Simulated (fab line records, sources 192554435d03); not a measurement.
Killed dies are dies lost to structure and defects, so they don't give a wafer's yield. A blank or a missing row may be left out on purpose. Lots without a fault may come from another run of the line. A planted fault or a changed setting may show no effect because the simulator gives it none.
A struck lot beside a sound one | flow n5_finfet | 20 steps out of a route of 1938
Sound: wafers L799.2, L799.3, L799.6. Struck: wafers L796.1, L796.2, L796.5. The cause comes at the end.
At each step with rows: each side's tool, then ch and its chambers, then its first start. Under that, the readings that differ: sound wafers | struck wafers | difference of the means | sigmas: that difference in standard deviations of wafers without a fault.
alike: readings whose means differ by less than 2 such deviations, and words and numbers that are the same on both sides. not compared: withheld readings, readings that some wafer has no value for, bounds like >300 that may hide the same value, and numbers for which the record gives no deviation and whose values overlap.
The two part at a step that has a row with sigmas, a row that says differs or no value, or rows on one side only. Numbers that don't overlap but have no deviation are shown without sigmas and don't part them. A reading that every wafer of one side lacks parts them only if that side has two wafers or more.

first, 9 steps without rows for these wafers: N5_BEOL_M8_DESCUM_16 (chemistry O2, time 7.9 s); N5_BEOL_M8_ETCH_61 (etches SiARC in CF4, target depth 45.5 nm, time 75.8 s); N5_BEOL_M8_ETCH_62 (etches SOC in N2/H2, target depth 110 nm, overetch 22 nm, time 165 s); N5_BEOL_M8_STRIP_68 (strips in N2/H2); N5_BEOL_M8_STRIP_67 (strips in CF4); N5_BEOL_M8_HM_OPEN_17 (chemistry Cl2/BCl3, target TiN, target depth 20 nm, overetch 6 nm); N5_BEOL_M8_STRIP_19 (strips in O2); N5_BEOL_M8_COAT_63 (time 60 s, resist thk 60 nm); N5_BEOL_M8_COAT_64 (time 60 s, resist thk 12 nm).
N5_BEOL_M8_COAT_71: time 60 s, resist thk 5 nm.
  sound on litho_track-04 ch 0, day 16 11:12; struck on litho_track-05 ch 0, day 14 23:58
  reading              | sound                | struck               | difference | sigmas
  spin_speed_rpm (rpm) | 1500.5 1501.3 1501.2 | 1441.1 1442.9 1443.6 | -58.5      | -59
then, 7 steps without rows for these wafers: N5_BEOL_M8_COAT_22 (resist thk 30 nm); N5_BEOL_M8_EBR_24; N5_BEOL_M8_SOFTBAKE_23 (time 60 s); N5_BEOL_M8_EXPOSE_25 (exposes mask V7, target cd 40 nm); N5_BEOL_M8_PEB_26 (peb time 60 s); N5_BEOL_M8_DEVELOP_27 (develop time 30 s); N5_BEOL_M8_DESCUM_33 (chemistry O2, time 7 s).
N5_BEOL_M8_ETCH_72: etches underlayer in N2/H2, target depth 6.5 nm, time 5.2 s.
  sound on rie_diel-06 ch 0,1,3, day 16 11:37; struck on rie_diel-05 ch 1,2, day 15 00:49
  reading                  | sound             | struck           | difference | sigmas
  model.etch.depth_nm (nm) | 4.999 5.009 5.005 | 5.124 5.119 5.11 | +0.113     |
  alike: drypump_motor_current_A, etch_rf_on_time_s, n2_flow_sccm, oes_product_au, rf_vpp_V, showerhead_plenum_p_Torr, throttle_valve_pct
  not compared: rf_hours_counter_h
then, 2 steps without rows for these wafers: N5_BEOL_M8_ETCH_65 (etches SiARC in CF4, target depth 15.6 nm, time 26 s); N5_PASSIVATION_PROBE_49.

WHERE THEY PART
Only at N5_BEOL_M8_COAT_71, within this record. Later steps at which nothing parts them and some readings are alike: N5_BEOL_M8_ETCH_72.

WHY: what the simulator had put in
Process parameter drift: litho_track-05, from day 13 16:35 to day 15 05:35, at N5_BEOL_M8_COAT_71. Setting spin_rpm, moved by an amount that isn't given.
